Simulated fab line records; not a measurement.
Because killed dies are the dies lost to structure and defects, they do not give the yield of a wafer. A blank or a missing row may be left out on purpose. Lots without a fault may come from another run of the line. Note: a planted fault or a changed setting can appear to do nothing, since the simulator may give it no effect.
The tool behind it: which one? :: flow n5Finfet :: 24 lots, 72 wafers sampled, at 4 steps of a route of 1938

## WHAT THE GAUGES READ, wafer by wafer
N5_BEOL_M15_INSPECT_55: inspects for defects (darkfield). Usual: 74 for rawDefectCount, sd 23.
lot: L074
measured: day 11 13:58
on: defectInspect-01
rawDefectCount: 67 53 53
flag: 

lot: L075
measured: day 12 03:28
on: defectInspect-02
rawDefectCount: 53 82 61
flag: 

lot: L076
measured: day 12 07:17
on: defectInspect-01
rawDefectCount: 77 77 111
flag: 

lot: L077
measured: day 12 11:54
on: defectInspect-02
rawDefectCount: 57 61 57
flag: 

lot: L078
measured: day 12 17:07
on: defectInspect-01
rawDefectCount: 71 57 89
flag: 

lot: L079
measured: day 13 10:32
on: defectInspect-01
rawDefectCount: 81 62 37
flag: 

lot: L084
measured: day 13 10:26
on: defectInspect-02
rawDefectCount: 116 100 91
flag: 

lot: L080
measured: day 13 10:49
on: defectInspect-01
rawDefectCount: 87 108 52
flag: 

lot: L081
measured: day 13 11:19
on: defectInspect-01
rawDefectCount: 83 42 83
flag: 

lot: L082
measured: day 13 17:45
on: defectInspect-02
rawDefectCount: 101 89 93
flag: 

lot: L083
measured: day 14 04:51
on: defectInspect-02
rawDefectCount: 49 57 82
flag: 

lot: L086
measured: day 14 16:53
on: defectInspect-01
rawDefectCount: 44 43 55
flag: 

lot: L085
measured: day 14 17:35
on: defectInspect-02
rawDefectCount: 77 106 104
flag: 

lot: L088
measured: day 15 03:26
on: defectInspect-01
rawDefectCount: 52 85 78
flag: 

lot: L087
measured: day 15 10:22
on: defectInspect-01
rawDefectCount: 61 49 70
flag: 

lot: L089
measured: day 15 10:25
on: defectInspect-01
rawDefectCount: 49 64 74
flag: 

lot: L090
measured: day 15 10:57
on: defectInspect-01
rawDefectCount: 84 63 53
flag: 

lot: L092
measured: day 15 21:09
on: defectInspect-02
rawDefectCount: 52 57 88
flag: 

lot: L095
measured: day 16 04:17
on: defectInspect-02
rawDefectCount: 64 83 98
flag: 

lot: L093
measured: day 16 09:41
on: defectInspect-02
rawDefectCount: 47 42 83
flag: 

lot: L094
measured: day 16 14:40
on: defectInspect-02
rawDefectCount: 82 92 60
flag: 

lot: L096
measured: day 17 03:53
on: defectInspect-02
rawDefectCount: 71 50 97
flag: 

lot: L097
measured: day 17 10:30
on: defectInspect-01
rawDefectCount: 75 104 53
flag: 

lot: L091
measured: day 18 01:24
on: defectInspect-01
rawDefectCount: 147 83 89
flag: 

## EACH LOT AND THE TOOL THAT RAN IT (in order: tool; ch and the chambers of the sampled wafers; start)
lot: L074
N5_BEOL_M14_ANNEAL_48: rtpAnneal-02 ch 0, day 11 07:05
N5_BEOL_M15_DESCUM_33: rieDiel-03 ch 0,1,2, day 11 10:35
N5_BEOL_M15_SPUTTER_44: pvdSputter-01, day 11 12:47

lot: L075
N5_BEOL_M14_ANNEAL_48: rtpAnneal-01 ch 0, day 11 20:13
N5_BEOL_M15_DESCUM_33: rieDiel-03 ch 0,3, day 11 23:16
N5_BEOL_M15_SPUTTER_44: pvdSputter-02, day 12 02:16

lot: L076
N5_BEOL_M14_ANNEAL_48: rtpAnneal-01 ch 0, day 12 01:57
N5_BEOL_M15_DESCUM_33: rieDiel-05 ch 0,1,2, day 12 04:48
N5_BEOL_M15_SPUTTER_44: pvdSputter-01, day 12 06:05

lot: L077
N5_BEOL_M14_ANNEAL_48: rtpAnneal-01 ch 0, day 12 05:41
N5_BEOL_M15_DESCUM_33: rieDiel-04 ch 0,1,3, day 12 08:37
N5_BEOL_M15_SPUTTER_44: pvdSputter-03, day 12 10:41

lot: L078
N5_BEOL_M14_ANNEAL_48: rtpAnneal-01 ch 0, day 12 10:09
N5_BEOL_M15_DESCUM_33: rieDiel-05 ch 0,1,2, day 12 14:04
N5_BEOL_M15_SPUTTER_44: pvdSputter-02, day 12 15:56

lot: L079
N5_BEOL_M14_ANNEAL_48: rtpAnneal-01 ch 0, day 13 01:26
N5_BEOL_M15_DESCUM_33: rieDiel-04 ch 0,1,2, day 13 04:26
N5_BEOL_M15_SPUTTER_44: pvdSputter-02, day 13 09:14

lot: L084
N5_BEOL_M14_ANNEAL_48: rtpAnneal-02 ch 0, day 13 02:07
N5_BEOL_M15_DESCUM_33: rieDiel-03 ch 0,2, day 13 05:16
N5_BEOL_M15_SPUTTER_44: pvdSputter-01, day 13 09:13

lot: L080
N5_BEOL_M14_ANNEAL_48: rtpAnneal-01 ch 0, day 13 03:26
N5_BEOL_M15_DESCUM_33: rieDiel-05 ch 0,2,3, day 13 06:42
N5_BEOL_M15_SPUTTER_44: pvdSputter-02, day 13 09:34

lot: L081
N5_BEOL_M14_ANNEAL_48: rtpAnneal-02 ch 0, day 13 05:50
N5_BEOL_M15_DESCUM_33: rieDiel-05 ch 1,2,3, day 13 09:00
N5_BEOL_M15_SPUTTER_44: pvdSputter-01, day 13 10:07

lot: L082
N5_BEOL_M14_ANNEAL_48: rtpAnneal-02 ch 0, day 13 09:58
N5_BEOL_M15_DESCUM_33: rieDiel-03 ch 0,1,3, day 13 14:14
N5_BEOL_M15_SPUTTER_44: pvdSputter-01, day 13 16:33

lot: L083
N5_BEOL_M14_ANNEAL_48: rtpAnneal-01 ch 0, day 13 21:31
N5_BEOL_M15_DESCUM_33: rieDiel-05 ch 0,1, day 14 01:43
N5_BEOL_M15_SPUTTER_44: pvdSputter-03, day 14 03:40

lot: L086
N5_BEOL_M14_ANNEAL_48: rtpAnneal-01 ch 0, day 14 06:08
N5_BEOL_M15_DESCUM_33: rieDiel-05 ch 0,1, day 14 11:02
N5_BEOL_M15_SPUTTER_44: pvdSputter-01, day 14 15:30

lot: L085
N5_BEOL_M14_ANNEAL_48: rtpAnneal-01 ch 0, day 14 08:30
N5_BEOL_M15_DESCUM_33: rieDiel-05 ch 0,2,3, day 14 13:31
N5_BEOL_M15_SPUTTER_44: pvdSputter-01, day 14 16:13

lot: L088
N5_BEOL_M14_ANNEAL_48: rtpAnneal-02 ch 0, day 14 21:03
N5_BEOL_M15_DESCUM_33: rieDiel-03 ch 2,3, day 15 01:05
N5_BEOL_M15_SPUTTER_44: pvdSputter-03, day 15 02:15

lot: L087
N5_BEOL_M14_ANNEAL_48: rtpAnneal-02 ch 0, day 15 02:22
N5_BEOL_M15_DESCUM_33: rieDiel-03 ch 1,2, day 15 06:32
N5_BEOL_M15_SPUTTER_44: pvdSputter-02, day 15 09:10

lot: L089
N5_BEOL_M14_ANNEAL_48: rtpAnneal-02 ch 0, day 15 03:13
N5_BEOL_M15_DESCUM_33: rieDiel-03 ch 1,2,3, day 15 07:19
N5_BEOL_M15_SPUTTER_44: pvdSputter-01, day 15 09:14

lot: L090
N5_BEOL_M14_ANNEAL_48: rtpAnneal-01 ch 0, day 15 05:22
N5_BEOL_M15_DESCUM_33: rieDiel-03 ch 1,2,3, day 15 08:53
N5_BEOL_M15_SPUTTER_44: pvdSputter-01, day 15 09:42

lot: L092
N5_BEOL_M14_ANNEAL_48: rtpAnneal-01 ch 0, day 15 13:31
N5_BEOL_M15_DESCUM_33: rieDiel-04 ch 2,3, day 15 16:32
N5_BEOL_M15_SPUTTER_44: pvdSputter-01, day 15 19:58

lot: L095
N5_BEOL_M14_ANNEAL_48: rtpAnneal-01 ch 0, day 15 21:50
N5_BEOL_M15_DESCUM_33: rieDiel-05 ch 0,1,2, day 16 00:50
N5_BEOL_M15_SPUTTER_44: pvdSputter-03, day 16 02:43

lot: L093
N5_BEOL_M14_ANNEAL_48: rtpAnneal-02 ch 0, day 16 02:43
N5_BEOL_M15_DESCUM_33: rieDiel-05 ch 2,3, day 16 05:43
N5_BEOL_M15_SPUTTER_44: pvdSputter-01, day 16 08:29

lot: L094
N5_BEOL_M14_ANNEAL_48: rtpAnneal-02 ch 0, day 16 09:04
N5_BEOL_M15_DESCUM_33: rieDiel-04 ch 0,1,3, day 16 12:16
N5_BEOL_M15_SPUTTER_44: pvdSputter-01, day 16 13:22

lot: L096
N5_BEOL_M14_ANNEAL_48: rtpAnneal-02 ch 0, day 16 21:03
N5_BEOL_M15_DESCUM_33: rieDiel-03 ch 0,1,2, day 17 00:08
N5_BEOL_M15_SPUTTER_44: pvdSputter-01, day 17 02:43

lot: L097
N5_BEOL_M14_ANNEAL_48: rtpAnneal-02 ch 0, day 17 03:23
N5_BEOL_M15_DESCUM_33: rieDiel-04 ch 1,2, day 17 07:16
N5_BEOL_M15_SPUTTER_44: pvdSputter-03, day 17 09:17

lot: L091
N5_BEOL_M14_ANNEAL_48: rtpAnneal-02 ch 0, day 17 16:57
N5_BEOL_M15_DESCUM_33: rieDiel-05 ch 2,3, day 17 20:11
N5_BEOL_M15_SPUTTER_44: pvdSputter-02, day 17 23:35
- N5_BEOL_M14_ANNEAL_48: time 90 s.
- N5_BEOL_M15_DESCUM_33: chemistry O2, time 7.9 s.
- N5_BEOL_M15_SPUTTER_44: material Ta, target thk 15 nm, time 24.19 s.

## WHAT THE TOOLS THEMSELVES READ (means of the sampled wafers that have a number; where no wafer has one, the mark that the record gives instead)
N5_BEOL_M14_ANNEAL_48. Usual: 225.65 for wafer_temp_C_max, sd 0.22.
lot: L074
tool: rtpAnneal-02
wafer_temp_C_max: 225.63
flag: 

lot: L075
tool: rtpAnneal-01
wafer_temp_C_max: 225.76
flag: 

lot: L076
tool: rtpAnneal-01
wafer_temp_C_max: 225.39
flag: 

lot: L077
tool: rtpAnneal-01
wafer_temp_C_max: 225.45
flag: 

lot: L078
tool: rtpAnneal-01
wafer_temp_C_max: 225.67
flag: 

lot: L079
tool: rtpAnneal-01
wafer_temp_C_max: 225.54
flag: 

lot: L084
tool: rtpAnneal-02
wafer_temp_C_max: 225.50
flag: 

lot: L080
tool: rtpAnneal-01
wafer_temp_C_max: 225.56
flag: 

lot: L081
tool: rtpAnneal-02
wafer_temp_C_max: 225.97
flag: 

lot: L082
tool: rtpAnneal-02
wafer_temp_C_max: 225.68
flag: 

lot: L083
tool: rtpAnneal-01
wafer_temp_C_max: 225.58
flag: 

lot: L086
tool: rtpAnneal-01
wafer_temp_C_max: 225.27
flag: 

lot: L085
tool: rtpAnneal-01
wafer_temp_C_max: 225.65
flag: 

lot: L088
tool: rtpAnneal-02
wafer_temp_C_max: 225.51
flag: 

lot: L087
tool: rtpAnneal-02
wafer_temp_C_max: 226.05
flag: 

lot: L089
tool: rtpAnneal-02
wafer_temp_C_max: 225.50
flag: 

lot: L090
tool: rtpAnneal-01
wafer_temp_C_max: 225.50
flag: 

lot: L092
tool: rtpAnneal-01
wafer_temp_C_max: 225.63
flag: 

lot: L095
tool: rtpAnneal-01
wafer_temp_C_max: 225.52
flag: 

lot: L093
tool: rtpAnneal-02
wafer_temp_C_max: 225.63
flag: 

lot: L094
tool: rtpAnneal-02
wafer_temp_C_max: 225.82
flag: 

lot: L096
tool: rtpAnneal-02
wafer_temp_C_max: 225.54
flag: 

lot: L097
tool: rtpAnneal-02
wafer_temp_C_max: 225.82
flag: 

lot: L091
tool: rtpAnneal-02
wafer_temp_C_max: 225.87
flag: 

N5_BEOL_M15_DESCUM_33. Usual: drypumpMotorCurrentA 5.7 A, standard deviation 0.44; oesProductAu 0.79 a.u., standard deviation 0.072; rfVppV 243.3 V, standard deviation 1.5; showerheadPlenumPTorr 2.10 Torr, standard deviation 0.082; throttleValvePct 20.43 %, standard deviation 0.21.
lot: L074
tool: rieDiel-03
drypumpMotorCurrentA (A): 5.8
oesProductAu (a.u.): 0.75
rfVppV (V): 243.0
showerheadPlenumPTorr (Torr): 2.06
throttleValvePct (%): 20.41
flag: 

lot: L075
tool: rieDiel-03
drypumpMotorCurrentA (A): 5.6
oesProductAu (a.u.): 0.79
rfVppV (V): 243.6
showerheadPlenumPTorr (Torr): 2.13
throttleValvePct (%): 20.54
flag: 

lot: L076
tool: rieDiel-05
drypumpMotorCurrentA (A): 5.7
oesProductAu (a.u.): 0.84
rfVppV (V): 243.6
showerheadPlenumPTorr (Torr): 2.14
throttleValvePct (%): 20.44
flag: 

lot: L077
tool: rieDiel-04
drypumpMotorCurrentA (A): 5.9
oesProductAu (a.u.): 0.75
rfVppV (V): 242.1
showerheadPlenumPTorr (Torr): 2.03
throttleValvePct (%): 20.53
flag: 

lot: L078
tool: rieDiel-05
drypumpMotorCurrentA (A): 5.7
oesProductAu (a.u.): 0.82
rfVppV (V): 244.0
showerheadPlenumPTorr (Torr): 2.14
throttleValvePct (%): 20.45
flag: 

lot: L079
tool: rieDiel-04
drypumpMotorCurrentA (A): 5.5
oesProductAu (a.u.): 0.74
rfVppV (V): 242.7
showerheadPlenumPTorr (Torr): 2.08
throttleValvePct (%): 20.48
flag: 

lot: L084
tool: rieDiel-03
drypumpMotorCurrentA (A): 5.7
oesProductAu (a.u.): 0.76
rfVppV (V): 243.6
showerheadPlenumPTorr (Torr): 2.09
throttleValvePct (%): 20.46
flag: 

lot: L080
tool: rieDiel-05
drypumpMotorCurrentA (A): 5.7
oesProductAu (a.u.): 0.86
rfVppV (V): 244.0
showerheadPlenumPTorr (Torr): 2.09
throttleValvePct (%): 20.37
flag: 

lot: L081
tool: rieDiel-05
drypumpMotorCurrentA (A): 5.4
oesProductAu (a.u.): 0.87
rfVppV (V): 244.0
showerheadPlenumPTorr (Torr): 2.15
throttleValvePct (%): 20.23
flag: 

lot: L082
tool: rieDiel-03
drypumpMotorCurrentA (A): 5.8
oesProductAu (a.u.): 0.77
rfVppV (V): 243.2
showerheadPlenumPTorr (Torr): 2.09
throttleValvePct (%): 20.53
flag: 

lot: L083
tool: rieDiel-05
drypumpMotorCurrentA (A): 6.0
oesProductAu (a.u.): 0.81
rfVppV (V): 243.6
showerheadPlenumPTorr (Torr): 2.09
throttleValvePct (%): 20.57
flag: 

lot: L086
tool: rieDiel-05
drypumpMotorCurrentA (A): 5.7
oesProductAu (a.u.): 0.81
rfVppV (V): 244.3
showerheadPlenumPTorr (Torr): 2.14
throttleValvePct (%): 20.43
flag: 

lot: L085
tool: rieDiel-05
drypumpMotorCurrentA (A): 5.7
oesProductAu (a.u.): 0.84
rfVppV (V): 242.8
showerheadPlenumPTorr (Torr): 2.09
throttleValvePct (%): 20.39
flag: 

lot: L088
tool: rieDiel-03
drypumpMotorCurrentA (A): 6.1
oesProductAu (a.u.): 0.83
rfVppV (V): 244.0
showerheadPlenumPTorr (Torr): 2.17
throttleValvePct (%): 20.45
flag: 

lot: L087
tool: rieDiel-03
drypumpMotorCurrentA (A): 6.1
oesProductAu (a.u.): 0.73
rfVppV (V): 241.5
showerheadPlenumPTorr (Torr): 2.02
throttleValvePct (%): 20.43
flag: 

lot: L089
tool: rieDiel-03
drypumpMotorCurrentA (A): 6.1
oesProductAu (a.u.): 0.77
rfVppV (V): 243.4
showerheadPlenumPTorr (Torr): 2.10
throttleValvePct (%): 20.44
flag: 

lot: L090
tool: rieDiel-03
drypumpMotorCurrentA (A): 6.1
oesProductAu (a.u.): 0.77
rfVppV (V): 242.9
showerheadPlenumPTorr (Torr): 2.10
throttleValvePct (%): 20.45
flag: 

lot: L092
tool: rieDiel-04
drypumpMotorCurrentA (A): 5.2
oesProductAu (a.u.): 0.70
rfVppV (V): 242.8
showerheadPlenumPTorr (Torr): 2.10
throttleValvePct (%): 20.30
flag: 

lot: L095
tool: rieDiel-05
drypumpMotorCurrentA (A): 5.7
oesProductAu (a.u.): 0.81
rfVppV (V): 243.9
showerheadPlenumPTorr (Torr): 2.13
throttleValvePct (%): 20.51
flag: 

lot: L093
tool: rieDiel-05
drypumpMotorCurrentA (A): 5.4
oesProductAu (a.u.): 0.82
rfVppV (V): 243.8
showerheadPlenumPTorr (Torr): 2.14
throttleValvePct (%): 20.31
flag: 

lot: L094
tool: rieDiel-04
drypumpMotorCurrentA (A): 5.9
oesProductAu (a.u.): 0.74
rfVppV (V): 242.5
showerheadPlenumPTorr (Torr): 2.02
throttleValvePct (%): 20.55
flag: 

lot: L096
tool: rieDiel-03
drypumpMotorCurrentA (A): 5.9
oesProductAu (a.u.): 0.82
rfVppV (V): 243.4
showerheadPlenumPTorr (Torr): 2.13
throttleValvePct (%): 20.35
flag: 

lot: L097
tool: rieDiel-04
drypumpMotorCurrentA (A): 5.1
oesProductAu (a.u.): 0.76
rfVppV (V): 243.0
showerheadPlenumPTorr (Torr): 2.06
throttleValvePct (%): 20.64
flag: 

lot: L091
tool: rieDiel-05
drypumpMotorCurrentA (A): 5.4
oesProductAu (a.u.): 0.80
rfVppV (V): 244.4
showerheadPlenumPTorr (Torr): 2.14
throttleValvePct (%): 20.34
flag: 

N5_BEOL_M15_SPUTTER_44. Usual: biasV 79.9 V, standard deviation 0.77; cathodeDcPowerW 15000 W, standard deviation 2.7; throttleValvePct 30.1 %, standard deviation 1.
lot: L074
tool: pvdSputter-01
biasV (V): 80.1
cathodeDcPowerW (W): 15001
throttleValvePct (%): 29.9
flag: 

lot: L075
tool: pvdSputter-02
biasV (V): 79.7
cathodeDcPowerW (W): 15004
throttleValvePct (%): 29.9
flag: 

lot: L076
tool: pvdSputter-01
biasV (V): 79.1
cathodeDcPowerW (W): 15002
throttleValvePct (%): 30.0
flag: 

lot: L077
tool: pvdSputter-03
biasV (V): 80.5
cathodeDcPowerW (W): 15000
throttleValvePct (%): 30.7
flag: 

lot: L078
tool: pvdSputter-02
biasV (V): 79.7
cathodeDcPowerW (W): 14999
throttleValvePct (%): 29.6
flag: 

lot: L079
tool: pvdSputter-02
biasV (V): 79.5
cathodeDcPowerW (W): 15001
throttleValvePct (%): 29.2
flag: 

lot: L084
tool: pvdSputter-01
biasV (V): 80.5
cathodeDcPowerW (W): 15002
throttleValvePct (%): 29.8
flag: 

lot: L080
tool: pvdSputter-02
biasV (V): 79.7
cathodeDcPowerW (W): 15002
throttleValvePct (%): 29.7
flag: 

lot: L081
tool: pvdSputter-01
biasV (V): 79.8
cathodeDcPowerW (W): 15001
throttleValvePct (%): 30.0
flag: 

lot: L082
tool: pvdSputter-01
biasV (V): 79.9
cathodeDcPowerW (W): 14999
throttleValvePct (%): 29.7
flag: 

lot: L083
tool: pvdSputter-03
biasV (V): 80.4
cathodeDcPowerW (W): 15002
throttleValvePct (%): 31.6
flag: 

lot: L086
tool: pvdSputter-01
biasV (V): 79.0
cathodeDcPowerW (W): 15004
throttleValvePct (%): 30.2
flag: 

lot: L085
tool: pvdSputter-01
biasV (V): 79.7
cathodeDcPowerW (W): 15001
throttleValvePct (%): 30.2
flag: 

lot: L088
tool: pvdSputter-03
biasV (V): 79.2
cathodeDcPowerW (W): 15000
throttleValvePct (%): 30.3
flag: 

lot: L087
tool: pvdSputter-02
biasV (V): 80.5
cathodeDcPowerW (W): 15001
throttleValvePct (%): 30.0
flag: 

lot: L089
tool: pvdSputter-01
biasV (V): 80.4
cathodeDcPowerW (W): 14999
throttleValvePct (%): 29.9
flag: 

lot: L090
tool: pvdSputter-01
biasV (V): 79.8
cathodeDcPowerW (W): 15001
throttleValvePct (%): 29.8
flag: 

lot: L092
tool: pvdSputter-01
biasV (V): 79.9
cathodeDcPowerW (W): 15000
throttleValvePct (%): 29.5
flag: 

lot: L095
tool: pvdSputter-03
biasV (V): 79.9
cathodeDcPowerW (W): 14998
throttleValvePct (%): 30.4
flag: 

lot: L093
tool: pvdSputter-01
biasV (V): 79.8
cathodeDcPowerW (W): 15000
throttleValvePct (%): 30.1
flag: 

lot: L094
tool: pvdSputter-01
biasV (V): 80.1
cathodeDcPowerW (W): 14999
throttleValvePct (%): 29.9
flag: 

lot: L096
tool: pvdSputter-01
biasV (V): 79.8
cathodeDcPowerW (W): 14997
throttleValvePct (%): 29.9
flag: 

lot: L097
tool: pvdSputter-03
biasV (V): 80.4
cathodeDcPowerW (W): 14999
throttleValvePct (%): 30.5
flag: 

lot: L091
tool: pvdSputter-02
biasV (V): 80.1
cathodeDcPowerW (W): 14998
throttleValvePct (%): 29.8
flag: 

## THE ANSWER, worked out from the rows above alone
Rule: take the mean of a lot's wafers that have a number; if it is more than 3 standard deviations from the usual mean, the lot is off. Also off: a lot with no number at a reading for which 4 or more lots have one. Any other lot the step has rows for is counted as sound. First the gauges in route order, then the tools' own readings, where a lot's mean is used as printed above. At the first step where some lot is off, the reading lying furthest off is the one used; lots without a number count as furthest.
Across all readings shown, no lot is off: no conclusion can be drawn from this.

## WHAT THE SIMULATOR HAD PUT IN
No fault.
